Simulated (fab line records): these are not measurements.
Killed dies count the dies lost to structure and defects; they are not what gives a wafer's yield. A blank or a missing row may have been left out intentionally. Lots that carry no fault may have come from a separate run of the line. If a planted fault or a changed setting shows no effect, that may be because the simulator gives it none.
fab line records | flow n5_finfet
[record] lots = 6 wafers = 17 last_day = 18
route steps=1938 shown GATE_CUT@489 PASSIVATION@1936
lots with no fault: from the same line, run without faults
start_h: start of the lot's first displayed wafer, in hours after the record's first day | wait_h: hours elapsed since this lot's preceding step | " as in the row above | L1.1+2: a single row standing in for several wafers | - no value, or no start was given | * or withheld: withheld | < > ~ a bound
route shown NAME@n: NAME is a module with steps in the file, n the number in the route of the first one | usual: average and standard deviation across the fault-free wafers | same: alike in all rows | chamber/n: place in a boat | sites: readings site by site | _std_site: the standard deviation of these | _edge_site: the outer-site mean with the inner-site mean subtracted | radius_mm: how far each site lies from the wafer's centre | mask NAME#n: copy n | behind: the tool/chamber that last shaped the wafer | hold: why the lot was held/for how many hours/how that ended | device: transistor that didn't switch, given as n, p or np | end of line: tests of these same wafers at the route's end | a step with no rows: only its recipe | killed: dies lost to structure and defects at the first sort, not the wafer's yield | map: per-die view of a wafer (x killed, . not killed, _ where there is no die)
set.NAME: the run value of the setting; set.NAME@STEP: its run value at that earlier step | model.NAME: the simulator's own value behind a step, which no gauge read
certain route steps with their lots: each step a table, each wafer a row
services: when a tool's chamber went out of use (start_h, in hours from the record's first day, below 0 if earlier), for how many hours, and the reason
[[steps]]
[step N5_GATE_CUT_INSPECT_15]
[recipe] mode = adi inspect_instrument = brightfield
[usual] raw_defect_count = 150/38
// columns lot.wafer tool chamber start_h wait_h raw_defect_count
L867.2 defect_inspect-02 - 114.74 0.0 125
L867.4 " - " " 178
L867.6 " - " " 179
L868.2 defect_inspect-01 - 121.94 0.0 169
L868.3 " - " " 172
L868.6 " - " " 156
L877.2 defect_inspect-01 - 179.92 0.0 139
L877.4 " - " " 241
L877.6 " - " " 151
L881.3 defect_inspect-01 - 200.79 0.0 147
L881.4 " - " " 128
L881.5 " - " " 91
L882.3 defect_inspect-01 - 206.17 0.0 128
L882.6 " - " " 228
L885.1 defect_inspect-01 - 223.93 0.1 135
L885.4 " - " " 110
L885.5 " - " " 132
[step N5_GATE_CUT_DESCUM_18]
[recipe] chemistry = O2 time_s = 7 source_power_w = 50 bias_power_w = 20 pressure_mtorr = 20 rf_frequency_hz = 2.712e+07 temp_c = 40 resist = CAR-EUV o2_flow_sccm = 225
[step N5_GATE_CUT_ETCH_28]
[recipe] chemistry = N2/H2 target = underlayer target_depth_a = 130 mask_material = CAR-EUV time_s = 10.4 ion_energy_ev = 200 pressure_mtorr = 30 source_w = 840 bias_w = 150 n2_flow_sccm = 200 h2_flow_sccm = 200 ends = cleared
[usual] bias_w = 150.0/0.5 chamber_pressure_mTorr = 30.00/0.075 drypump_motor_current_A = 5.69/0.3 etch_rf_on_time_s = 10.6/0.31 oes_product_au = 0.63/0.067 rf_fwd_power_W = 819.2/2.4 rf_vpp_V = 523.8/2.4 showerhead_plenum_p_Torr = 2.54/0.089 throttle_valve_pct = 17.92/0.21
// columns lot.wafer tool chamber start_h wait_h bias_w chamber_pressure_mTorr drypump_motor_current_A etch_rf_on_time_s oes_product_au rf_fwd_power_W rf_hours_counter_h rf_vpp_V showerhead_plenum_p_Torr throttle_valve_pct
L867.2 rie_diel-05 3 114.81 0.0 149.4 29.93 6.35 10.9 0.57 821.1 240 519.8 2.41 18.35
L867.4 " 2 " " 150.2 29.98 5.85 10.2 0.65 820.6 136 523.3 2.54 17.53
L867.6 " 1 " " 150.3 30.00 5.15 10.1 0.78 820.5 - 524.2 2.60 17.59
L868.2 rie_diel-04 1 122.01 0.0 149.8 29.97 5.90 10.3 0.64 820.4 150 526.4 2.67 17.87
L868.3 " 2 " " 150.1 30.01 5.77 10.6 0.59 819.2 227 523.6 2.52 17.91
L868.6 " 3 " " 149.7 30.02 5.51 10.0 0.63 816.5 - 520.3 2.42 18.16
L877.2 rie_diel-05 1 179.99 0.0 149.7 30.00 5.13 10.1 0.75 814.3 42 524.2 2.58 17.61
L877.4 " 3 " " 150.5 30.01 6.33 10.4 0.81 819.6 5 528.5 2.72 17.93
L877.6 " 2 " " 149.4 29.97 5.82 10.3 0.64 821.1 - 525.0 2.53 17.58
L881.3 rie_diel-04 1 200.86 0.0 150.4 30.02 5.95 10.6 0.61 817.3 177 524.7 2.66 17.91
L881.4 " 0 " " 150.1 29.97 5.73 11.2 0.59 818.2 - 523.0 2.51 18.09
L881.5 " 3 " " 148.9 29.96 5.51 10.3 0.60 817.9 - 521.5 2.41 18.21
L882.3 rie_diel-04 3 206.23 0.0 149.3 30.02 5.47 10.3 0.60 818.6 227 519.4 2.41 18.19
L882.6 " 1 " " 149.9 30.03 5.94 10.7 0.61 819.2 - 526.9 2.66 17.92
L885.1 rie_diel-05 0 223.99 0.0 150.6 29.96 5.35 10.7 0.60 820.7 182 523.6 2.52 17.71
L885.4 " 1 " " 150.2 30.00 5.10 10.3 0.73 821.9 49 524.5 2.58 17.62
L885.5 " 3 " " 150.6 30.03 6.33 10.7 0.79 817.3 - 528.6 2.72 17.94
[step N5_GATE_CUT_ETCH_36]
[recipe] chemistry = CF4 target = SiARC target_depth_a = 130 mask_material = CAR-EUV time_s = 21.7 ion_energy_ev = 80 pressure_mtorr = 40 source_w = 545 bias_w = 36 Ar_flow_sccm = 100 cf4_flow_sccm = 100 ends = cleared
[step N5_GATE_CUT_ETCH_37]
[recipe] chemistry = N2/H2 target = SOC target_depth_a = 600 overetch_a = 120 mask_material = SiARC temp_c = 40 time_s = 90 ion_energy_ev = 200 pressure_mtorr = 30 source_w = 840 bias_w = 150 n2_flow_sccm = 200 h2_flow_sccm = 200
[step N5_GATE_CUT_STRIP_38]
[recipe] chemistry = N2/H2 temp_c = 40 n2_flow_sccm = 200 h2_flow_sccm = 200 rf_frequency_hz = 6e+07
[step N5_GATE_CUT_STRIP_39]
[recipe] chemistry = N2/H2 temp_c = 40 n2_flow_sccm = 200 h2_flow_sccm = 200 rf_frequency_hz = 6e+07
[step N5_GATE_CUT_HM_OPEN_40]
[recipe] chemistry = C4F6/O2 target = SiO2 mask_material = SiARC target_depth_a = 1390 time_s = 85.1 ion_energy_ev = 250 pressure_mtorr = 30 source_w = 345 bias_w = 185 Ar_flow_sccm = 300 C4F6_flow_sccm = 10 O2_flow_sccm = 10 ends = cleared
[step N5_GATE_CUT_STRIP_41]
[recipe] chemistry = CF4 resist = SiARC power_w = 300 bias_power_w = 75 pressure_mtorr = 50 cf4_flow_sccm = 150 rf_frequency_hz = 6e+07
[usual] chamber_pressure_mTorr = 49.99/0.045 drypump_motor_current_A = 5.68/0.3 oes_product_au = 0.173/0.017 rf_vpp_V = 271.2/1.4 showerhead_plenum_p_Torr = 1.79/0.056 throttle_valve_pct = 13.68/0.22
// columns lot.wafer tool chamber start_h wait_h chamber_pressure_mTorr drypump_motor_current_A oes_product_au rf_hours_counter_h rf_vpp_V showerhead_plenum_p_Torr throttle_valve_pct
L867.2 rie_diel-05 3 115.00 0.0 49.90 6.34 0.155 240 268.7 1.70 14.02
L867.4 " 2 " " 49.98 5.88 0.172 136 271.0 1.79 13.36
L867.6 " 1 " " 49.89 5.13 0.205 - 271.8 1.85 13.34
L868.2 rie_diel-04 1 122.20 0.0 50.01 5.91 0.168 151 273.4 1.87 13.53
L868.3 " 2 " " 49.94 5.77 0.161 227 270.4 1.77 13.64
L868.6 " 3 " " 49.97 5.48 0.169 - 268.4 1.71 13.95
L877.2 rie_diel-05 1 180.18 0.0 49.94 5.06 0.195 42 273.2 1.84 13.40
L877.4 " 3 " " 49.99 6.30 0.218 5 273.0 1.90 13.48
L877.6 " 2 " " 50.03 5.83 0.170 - 272.1 1.78 13.41
L881.3 rie_diel-04 1 201.05 0.0 50.02 5.92 0.169 177 271.9 1.86 13.58
L881.4 " 0 " " 50.07 5.70 0.166 - 271.8 1.77 13.91
L881.5 " 3 " " 49.95 5.49 0.162 - 269.0 1.71 14.00
L882.3 rie_diel-04 3 206.43 0.0 50.08 5.51 0.163 227 268.6 1.71 14.01
L882.6 " 1 " " 49.98 5.95 0.164 - 273.3 1.86 13.59
L885.1 rie_diel-05 0 224.19 0.0 50.04 5.30 0.171 182 271.2 1.78 13.59
L885.4 " 1 " " 49.98 5.12 0.197 49 271.3 1.84 13.41
L885.5 " 3 " " 50.07 6.30 0.219 - 273.0 1.90 13.49
[step N5_GATE_CUT_STRIP_42]
[recipe] chemistry = O2 power_w = 400 temp_c = 40 pressure_mtorr = 30 rf_frequency_hz = 6e+07 bias_power_w = 0 overash_fraction = 0.3 o2_flow_sccm = 225
[usual] chamber_pressure_mTorr = 30.000/0.026 drypump_motor_current_A = 5.68/0.3 oes_product_au = 0.74/0.076 rf_vpp_V = 3.7/0.49 showerhead_plenum_p_Torr = 2.09/0.066 throttle_valve_pct = 16.72/0.24
// columns lot.wafer tool chamber start_h wait_h chamber_pressure_mTorr drypump_motor_current_A oes_product_au rf_hours_counter_h rf_vpp_V showerhead_plenum_p_Torr throttle_valve_pct
L867.2 rie_diel-05 3 115.02 0.0 29.973 6.35 0.66 240 3.5 1.97 17.06
L867.4 " 2 " " 29.997 5.87 0.74 136 4.9 2.09 16.42
L867.6 " 1 " " 30.005 5.08 0.89 - 3.6 2.15 16.40
L868.2 rie_diel-04 1 122.22 0.0 30.020 5.91 0.76 151 4.2 2.16 16.46
L868.3 " 2 " " 29.945 5.77 0.69 227 3.1 2.06 16.60
L868.6 " 3 " " 30.043 5.47 0.73 - 3.1 2.00 17.02
L877.2 rie_diel-05 1 180.20 0.0 30.044 5.12 0.86 42 3.7 2.14 16.45
L877.4 " 3 " " 29.963 6.32 0.95 5 3.6 2.23 16.59
L877.6 " 2 " " 29.999 5.84 0.73 - 3.8 2.08 16.48
L881.3 rie_diel-04 1 201.07 0.0 30.011 5.94 0.74 177 3.6 2.15 16.51
L881.4 " 0 " " 29.985 5.70 0.71 - 3.9 2.08 17.06
L881.5 " 3 " " 29.957 5.50 0.70 - 3.5 1.99 17.07
L882.3 rie_diel-04 3 206.45 0.0 30.018 5.50 0.70 227 3.8 1.99 17.07
L882.6 " 1 " " 29.940 5.89 0.73 - 4.1 2.15 16.53
L885.1 rie_diel-05 0 224.21 0.0 29.987 5.32 0.72 182 4.5 2.06 16.56
L885.4 " 1 " " 30.009 5.10 0.84 49 3.9 2.14 16.49
L885.5 " 3 " " 29.975 6.29 0.94 - 3.5 2.23 16.60
[step N5_GATE_CUT_ETCH_19]
[recipe] chemistry = CH3F/O2 target = SiNx mask_material = SiO2 target_depth_a = 537 time_s = 76.7 pressure_mtorr = 30 source_w = 395 bias_w = 73 Ar_flow_sccm = 150 CH3F_flow_sccm = 30 O2_flow_sccm = 20 ion_energy_ev = 120 ends = cleared
[usual] CH3F_flow_sccm = 30.00/0.089 bias_w = 72.98/0.22 chamber_pressure_mTorr = 29.999/0.028 drypump_motor_current_A = 5.7/0.3 etch_rf_on_time_s = 77.7/1.5 oes_ar_750_au = 0.74/0.074 oes_product_au = 0.63/0.066 rf_fwd_power_W = 390.6/1.9 rf_vpp_V = 299/3.2 showerhead_plenum_p_Torr = 2.00/0.069 throttle_valve_pct = 16.42/0.22
// columns lot.wafer tool chamber start_h wait_h CH3F_flow_sccm bias_w chamber_pressure_mTorr drypump_motor_current_A etch_rf_on_time_s oes_ar_750_au oes_product_au rf_fwd_power_W rf_hours_counter_h rf_vpp_V showerhead_plenum_p_Torr throttle_valve_pct
L867.2 rie_diel-05 3 115.06 0.0 29.99 72.91 30.078 6.3 79.9 0.67 0.57 389.8 240 300 1.89 16.78
L867.4 " 2 " " 30.04 72.90 29.978 5.9 78.6 0.77 0.64 392.9 136 292 2.00 16.13
L867.6 " 1 " " 29.97 72.97 29.972 5.1 77.5 0.90 0.76 393.3 - 296 2.04 16.04
L868.2 rie_diel-04 1 122.26 0.0 30.07 73.15 30.028 6.0 76.2 0.73 0.64 389.7 151 301 2.09 16.25
L868.3 " 2 " " 29.97 73.24 29.986 5.7 79.0 0.70 0.59 389.4 227 297 1.99 16.39
L868.6 " 3 " " 30.05 73.14 29.961 5.5 75.7 0.71 0.62 387.9 - 301 1.89 16.63
L877.2 rie_diel-05 1 180.24 0.0 30.05 73.03 29.994 5.1 76.4 0.86 0.73 392.2 42 297 2.03 16.09
L877.4 " 3 " " 29.91 73.11 30.003 6.3 77.1 0.94 0.81 388.8 5 304 2.13 16.30
L877.6 " 2 " " 30.00 73.00 30.039 5.9 77.7 0.75 0.63 392.5 - 292 1.99 16.17
L881.3 rie_diel-04 1 201.11 0.0 30.08 72.99 29.958 5.9 77.5 0.71 0.61 389.9 177 301 2.08 16.30
L881.4 " 0 " " 29.92 72.79 29.994 5.7 80.6 0.70 0.60 391.2 - 301 1.99 16.75
L881.5 " 3 " " 30.10 73.42 30.032 5.5 76.2 0.70 0.60 389.2 - 301 1.89 16.67
L882.3 rie_diel-04 3 206.49 0.0 30.16 72.86 30.001 5.5 76.1 0.70 0.60 386.0 227 301 1.89 16.66
L882.6 " 1 " " 29.91 73.03 30.014 5.9 77.8 0.71 0.61 391.2 - 299 2.08 16.31
L885.1 rie_diel-05 0 224.25 0.0 30.14 72.65 30.044 5.4 78.2 0.72 0.61 391.7 182 300 1.99 16.33
L885.4 " 1 " " 29.98 72.84 29.969 5.1 76.5 0.85 0.72 390.9 49 297 2.03 16.12
L885.5 " 3 " " 30.09 72.72 30.003 6.3 77.7 0.92 0.79 388.2 - 305 2.13 16.31
[step N5_GATE_CUT_CUT_ETCH_53]
[recipe] chemistry = SF6/Cl2 target = W mask_material = SiO2 target_depth_a = 792 pressure_mtorr = 8 icp_w = 900 bias_w = 80 SF6_flow_sccm = 40 Cl2_flow_sccm = 60 ends = cleared
[step N5_GATE_CUT_CUT_ETCH_54]
[recipe] chemistry = Cl2/BCl3 target = TiN mask_material = SiO2 target_depth_a = 967 pressure_mtorr = 10 icp_w = 1000 bias_w = 126 Cl2_flow_sccm = 53.25 bcl3_flow_sccm = 21.75 Ar_flow_sccm = 25 ends = cleared
[usual] bias_w = 125.9/0.39 chamber_pressure_mTorr = 9.999/0.009 drypump_motor_current_A = 5.8/0.44 etch_rf_on_time_s = 36.4/0.55 oes_ar_750_au = 0.84/0.11 oes_product_au = 0.76/0.1 rf_fwd_power_W = 978/4.8 throttle_valve_pct = 22.29/0.23
// columns lot.wafer tool chamber start_h wait_h bias_w chamber_pressure_mTorr drypump_motor_current_A etch_rf_on_time_s oes_ar_750_au oes_product_au rf_fwd_power_W rf_hours_counter_h throttle_valve_pct
L867.2 rie_metal-02 0 115.23 0.0 126.0 9.999 5.1 30.0 1.17 0.93 1223 5 22.27
L867.4 " 1 " " 126.5 9.993 6.4 37.1 0.95 0.86 976 - 22.25
L867.6 " 1 " " 126.4 10.000 6.4 36.8 0.95 0.85 973 - 22.27
L868.2 rie_metal-02 0 122.43 0.0 126.2 10.003 5.0 29.8 1.17 0.92 1219 6 22.28
L868.3 " 1 " " 126.1 9.998 6.4 36.8 0.93 0.85 975 - 22.25
L868.6 " 1 " " 126.1 10.018 6.4 36.3 0.94 0.85 974 - 22.26
L877.2 rie_metal-03 0 180.41 0.0 125.7 10.017 5.7 36.0 0.95 0.84 978 6 22.11
L877.4 " 1 " " 125.7 9.991 5.8 35.4 0.91 0.84 983 - 21.97
L877.6 " 0 " " 125.5 9.989 5.7 36.3 0.95 0.84 977 - 22.13
L881.3 rie_metal-03 0 201.29 0.0 125.6 9.991 5.7 36.6 0.94 0.83 979 - 22.12
L881.4 " 1 " " 126.2 10.005 5.8 36.1 0.90 0.82 984 - 22.00
L881.5 " 0 " " 125.3 10.001 5.7 37.0 0.94 0.83 970 - 22.13
L882.3 rie_metal-02 1 206.67 0.0 125.4 9.994 6.4 37.0 0.90 0.80 974 - 22.27
L882.6 " 0 " " 126.1 10.010 5.1 36.3 0.86 0.78 982 - 22.42
L885.1 rie_metal-02 1 224.41 0.0 125.6 10.002 6.4 37.0 0.89 0.80 980 15 22.28
L885.4 " 0 " " 126.0 10.008 5.1 36.7 0.86 0.77 985 - 22.42
L885.5 " 0 " " 125.6 9.985 5.1 36.8 0.85 0.77 983 - 22.43
[step N5_GATE_CUT_CUT_ETCH_55]
[recipe] chemistry = BCl3 target = HfO2 mask_material = SiO2 target_depth_a = 32 ion_energy_ev = 30 pressure_mtorr = 5 icp_w = 450 bias_w = 18 bcl3_flow_sccm = 80
[usual] bias_w = 18.00/0.057 chamber_pressure_mTorr = 5.000/0.0044 drypump_motor_current_A = 5.8/0.44 oes_product_au = 0.84/0.11 rf_fwd_power_W = 439.8/2 throttle_valve_pct = 33.03/0.29
// columns lot.wafer tool chamber start_h wait_h bias_w chamber_pressure_mTorr drypump_motor_current_A oes_product_au rf_fwd_power_W rf_hours_counter_h throttle_valve_pct
L867.2 rie_metal-02 0 115.29 0.0 18.09 4.995 5.1 0.91 442.3 5 33.13
L867.4 " 1 " " 17.92 4.999 6.4 0.94 438.1 - 33.10
L867.6 " 1 " " 17.98 4.991 6.5 0.94 438.1 - 33.12
L868.2 rie_metal-02 0 122.49 0.0 18.08 4.996 5.0 0.91 442.5 6 33.14
L868.3 " 1 " " 17.93 4.997 6.4 0.94 437.2 - 33.10
L868.6 " 1 " " 17.99 4.994 6.4 0.93 435.6 - 33.11
L877.2 rie_metal-03 0 180.47 0.0 18.02 5.006 5.7 0.92 439.4 6 32.85
L877.4 " 1 " " 18.05 4.997 5.8 0.92 444.5 - 32.56
L877.6 " 0 " " 17.97 5.000 5.7 0.92 441.7 - 32.84
L881.3 rie_metal-03 0 201.34 0.0 18.00 5.001 5.7 0.92 437.2 - 32.85
L881.4 " 1 " " 18.03 5.001 5.8 0.91 442.2 - 32.56
L881.5 " 0 " " 18.06 5.002 5.7 0.92 438.8 - 32.84
L882.3 rie_metal-02 1 206.72 0.0 18.05 4.999 6.4 0.90 438.5 - 33.13
L882.6 " 0 " " 17.91 5.001 5.1 0.86 440.6 - 33.15
L885.1 rie_metal-02 1 224.47 0.0 18.07 4.999 6.4 0.90 438.0 15 33.12
L885.4 " 0 " " 17.89 4.997 5.1 0.86 439.9 - 33.15
L885.5 " 0 " " 17.93 5.000 5.1 0.85 440.1 - 33.16
[step N5_PASSIVATION_PROBE_49]
[usual] killed_at_M0_to_M3 = 35/11 killed_at_M4_up = 14/5.4 killed_at_contacts = 13/6 killed_at_front_end = 38/11 killed_at_other = 3.4/2.6 killed_dies = 104/19 killed_open = 68/13 killed_short = 34/8.5
[same] gross_dies = 1180 killed_at_back_side = 0
// columns lot.wafer tool chamber start_h wait_h killed_at_M0_to_M3 killed_at_M4_up killed_at_contacts killed_at_front_end killed_at_other killed_dies killed_open killed_short
L867.2 prober-01 - 321.40 0.1 20 17 10 58 5 110 69 28
L867.4 prober-01 - 321.50 0.2 41 23 16 49 5 134 90 44
L867.6 prober-01 - 321.60 0.3 39 15 13 32 4 103 77 22
L868.2 prober-02 - 346.44 0.1 32 13 13 50 8 116 64 52
L868.3 prober-02 - 346.49 0.1 33 17 13 35 9 107 67 40
L868.6 prober-02 - 346.64 0.3 26 15 22 55 7 125 69 49
L877.2 prober-02 - 389.43 0.1 17 18 16 28 3 82 53 27
L877.4 prober-02 - 389.53 0.2 37 17 15 33 6 108 69 37
L877.6 prober-02 - 389.63 0.3 29 12 15 44 4 104 78 24
L882.3 prober-01 - 409.07 0.1 45 10 29 40 2 126 82 43
L882.6 prober-01 - 409.22 0.3 57 20 19 33 1 130 90 40
L881.3 prober-01 - 414.99 0.1 43 17 13 53 1 127 81 46
L881.4 prober-01 - 415.04 0.2 46 32 6 56 2 142 96 46
L881.5 prober-01 - 415.09 0.2 57 24 9 68 8 166 92 68
L885.1 prober-02 - 435.97 0.0 31 20 23 20 1 95 64 26
L885.4 prober-02 - 436.12 0.2 24 10 16 18 3 71 50 21
L885.5 prober-02 - 436.17 0.2 24 18 12 22 3 79 53 23
// killed by level:class
L867.2 FIN_SAQP:geometric_particle:short=13 FIN_SAQP:geometric_particle:open=10 HKMG_FIN:area_etch=10 MOL_CONTACT_COAG:geometric_particle:open=9 BEOL_M4:geometric_particle:open=8 STI_FIN_REVEAL:geometric_particle:open=7 DUMMY_GATE:geometric_particle:open=7 BEOL_M1:geometric_particle:open=4
L867.4 MOL_CONTACT_COAG:geometric_particle:open=14 STI_FIN_REVEAL:geometric_particle:open=13 BEOL_M4:geometric_particle:open=13 BEOL_M2:geometric_particle:open=11 FIN_SAQP:geometric_particle:open=10 BEOL_M1:geometric_particle:open=10 FIN_SAQP:geometric_particle:short=9 STI_FIN_REVEAL:geometric_particle:short=7
L867.6 MOL_CONTACT_COAG:geometric_particle:open=12 STI_FIN_REVEAL:geometric_particle:open=11 BEOL_M4:geometric_particle:open=11 BEOL_M2:geometric_particle:open=9 BEOL_M0_SAQP:geometric_particle:short=9 DUMMY_GATE:geometric_particle:open=7 FIN_SAQP:geometric_particle:open=5 BEOL_M0_SAQP:geometric_particle:open=5
L868.2 FIN_SAQP:geometric_particle:short=24 MOL_CONTACT_COAG:geometric_particle:open=13 BEOL_M0_SAQP:geometric_particle:short=12 FIN_SAQP:geometric_particle:open=8 BEOL_M4:geometric_particle:open=7 BEOL_M1:geometric_particle:open=7 BEOL_M0:geometric_particle:open=5 BEOL_M0_SAQP:geometric_particle:open=4
L868.3 FIN_SAQP:geometric_particle:short=10 MOL_CONTACT_COAG:geometric_particle:open=10 BEOL_M4:geometric_particle:open=8 BEOL_M3:geometric_particle:open=7 BEOL_M0:geometric_particle:open=5 BEOL_M2:geometric_particle:open=5 BEOL_M1:geometric_particle:open=5 STARTING-WAFER:geometric_particle:short=5
L868.6 FIN_SAQP:geometric_particle:short=19 MOL_CONTACT_COAG:geometric_particle:open=15 FIN_SAQP:geometric_particle:open=10 BEOL_M4:geometric_particle:open=8 MOL_CONTACT_COAG:geometric_particle:short=7 STI_FIN_REVEAL:geometric_particle:open=7 HKMG_FIN:area_etch=7 BEOL_M2:geometric_particle:open=6
L877.2 MOL_CONTACT_COAG:geometric_particle:open=13 BEOL_M4:geometric_particle:open=8 STI_FIN_REVEAL:geometric_particle:open=5 BEOL_M0_SAQP:geometric_particle:short=5 DUMMY_GATE:geometric_particle:open=4 BEOL_M0_SAQP:geometric_particle:open=4 BEOL_M2:geometric_particle:open=4 STARTING-WAFER:geometric_particle:open=4
L877.4 MOL_CONTACT_COAG:geometric_particle:open=13 BEOL_M3:geometric_particle:open=10 BEOL_M0_SAQP:geometric_particle:short=9 BEOL_M1:geometric_particle:open=7 FIN_SAQP:geometric_particle:short=5 GATE_CUT:geometric_particle:short=5 BEOL_M4:geometric_particle:open=5 FIN_SAQP:geometric_particle:open=4
L877.6 FIN_SAQP:geometric_particle:open=14 MOL_CONTACT_COAG:geometric_particle:open=11 BEOL_M2:geometric_particle:open=8 BEOL_M3:geometric_particle:open=8 BEOL_M1:geometric_particle:open=7 STARTING-WAFER:geometric_particle:open=6 DUMMY_GATE:geometric_particle:open=4 MOL_CONTACT_COAG:geometric_particle:short=4
L882.3 MOL_CONTACT_COAG:geometric_particle:open=19 FIN_SAQP:geometric_particle:open=14 BEOL_M0_SAQP:geometric_particle:open=12 MOL_CONTACT_COAG:geometric_particle:short=10 BEOL_M2:geometric_particle:open=8 BEOL_M3:geometric_particle:short=8 BEOL_M3:geometric_particle:open=8 FIN_SAQP:geometric_particle:short=7
L882.6 MOL_CONTACT_COAG:geometric_particle:open=16 BEOL_M3:geometric_particle:open=16 BEOL_M4:geometric_particle:open=14 BEOL_M0_SAQP:geometric_particle:short=12 FIN_SAQP:geometric_particle:open=9 BEOL_M2:geometric_particle:open=8 BEOL_M0_SAQP:geometric_particle:open=8 FIN_SAQP:geometric_particle:short=7
L881.3 BEOL_M0_SAQP:geometric_particle:open=19 STI_FIN_REVEAL:geometric_particle:open=14 FIN_SAQP:geometric_particle:short=12 BEOL_M0_SAQP:geometric_particle:short=12 MOL_CONTACT_COAG:geometric_particle:open=10 BEOL_M4:geometric_particle:open=8 FIN_SAQP:geometric_particle:open=7 DUMMY_GATE:geometric_particle:open=5
L881.4 BEOL_M4:geometric_particle:open=17 BEOL_M0_SAQP:geometric_particle:short=17 FIN_SAQP:geometric_particle:open=14 FIN_SAQP:geometric_particle:short=14 STI_FIN_REVEAL:geometric_particle:open=9 BEOL_M0_SAQP:geometric_particle:open=9 BEOL_M2:geometric_particle:open=8 STARTING-WAFER:geometric_particle:open=5
L881.5 BEOL_M0_SAQP:geometric_particle:short=23 FIN_SAQP:geometric_particle:open=16 FIN_SAQP:geometric_particle:short=14 BEOL_M0_SAQP:geometric_particle:open=13 BEOL_M4:geometric_particle:open=11 STI_FIN_REVEAL:geometric_particle:open=10 BEOL_M0:geometric_particle:open=9 MOL_CONTACT_COAG:geometric_particle:open=7
L885.1 MOL_CONTACT_COAG:geometric_particle:open=17 BEOL_M4:geometric_particle:open=11 BEOL_M0_SAQP:geometric_particle:open=10 BEOL_M2:geometric_particle:open=8 MOL_CONTACT_COAG:geometric_particle:short=6 BEOL_M0_SAQP:geometric_particle:short=6 DUMMY_GATE:geometric_particle:open=4 HKMG_FIN:area_etch=4
L885.4 MOL_CONTACT_COAG:geometric_particle:open=14 BEOL_M0_SAQP:geometric_particle:short=9 GATE_CUT:geometric_particle:short=4 BEOL_M0:geometric_particle:open=4 BEOL_M4:geometric_particle:open=4 DUMMY_GATE:geometric_particle:open=3 SPACER0:geometric_particle:open=3 BEOL_M1:geometric_particle:open=3
L885.5 BEOL_M2:geometric_particle:open=12 MOL_CONTACT_COAG:geometric_particle:open=9 BEOL_M5:geometric_particle:open=6 BEOL_M4:geometric_particle:open=5 STI_FIN_REVEAL:geometric_particle:open=4 MOL_CONTACT_COAG:geometric_particle:short=3 BEOL_M0:geometric_particle:open=3 STARTING-WAFER:geometric_particle:short=3
[[services]]
// columns tool chamber start_h hours kind
rie_metal-03 0 115.34 - clean
rie_metal-03 0 115.34 12.2 scheduled_down
rie_metal-03 0 115.34 12.2 vent_cycle
rie_diel-05 2 115.35 6.4 repair
rie_metal-03 1 119.22 8.1 repair
rie_diel-04 3 129.24 4.7 repair
rie_diel-05 3 129.79 4.6 repair
rie_diel-05 3 150.30 - clean
rie_diel-05 3 150.30 - consumable_replace:focus_ring
rie_diel-05 3 150.30 - consumable_replace:showerhead
rie_diel-05 3 150.30 14.0 scheduled_down
rie_diel-05 3 150.30 14.0 vent_cycle
rie_diel-04 2 193.49 - clean
rie_diel-04 2 193.49 - consumable_replace:focus_ring
rie_diel-04 2 193.49 13.0 scheduled_down
rie_diel-04 2 193.49 13.0 vent_cycle
rie_diel-04 0 207.73 1.7 repair
[[key]]
[first_sign] step = N5_GATE_CUT_CUT_ETCH_54 reading = rf_fwd_power_W direction = up sigmas = 51 usual = * struck = *
[effect] step = N5_GATE_CUT_CUT_ETCH_54 reading = etch_rf_on_time_s direction = down sigmas = 12 usual = * struck = *
met_at N5_GATE_CUT_CUT_ETCH_54
struck_wafers L867.2,L868.2
tester_left_out L867,L868
[baseline_loss] step = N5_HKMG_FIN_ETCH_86 wafers = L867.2
[fault] kind = process_parameter_drift tool = rie_metal-02 chamber = 0 onset_h = 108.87 steps = N5_GATE_CUT_CUT_ETCH_54 channel = icp_w offset = 240 shape = step end_h = 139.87 acts_in = these_recipes_only stated = 1000
// tester_left_out: of these lots the tester's yield and bins aren't shown, on N5 and GAA mostly nor the transistor test; their killed dies are dies lost to structure and defects alone, not to doping, threshold or leakage, so they don't give the yield
// baseline_loss: these wafers lose ten dies or more at that step, a loss of the line's own and not of a fault; the sort's usual values leave them out
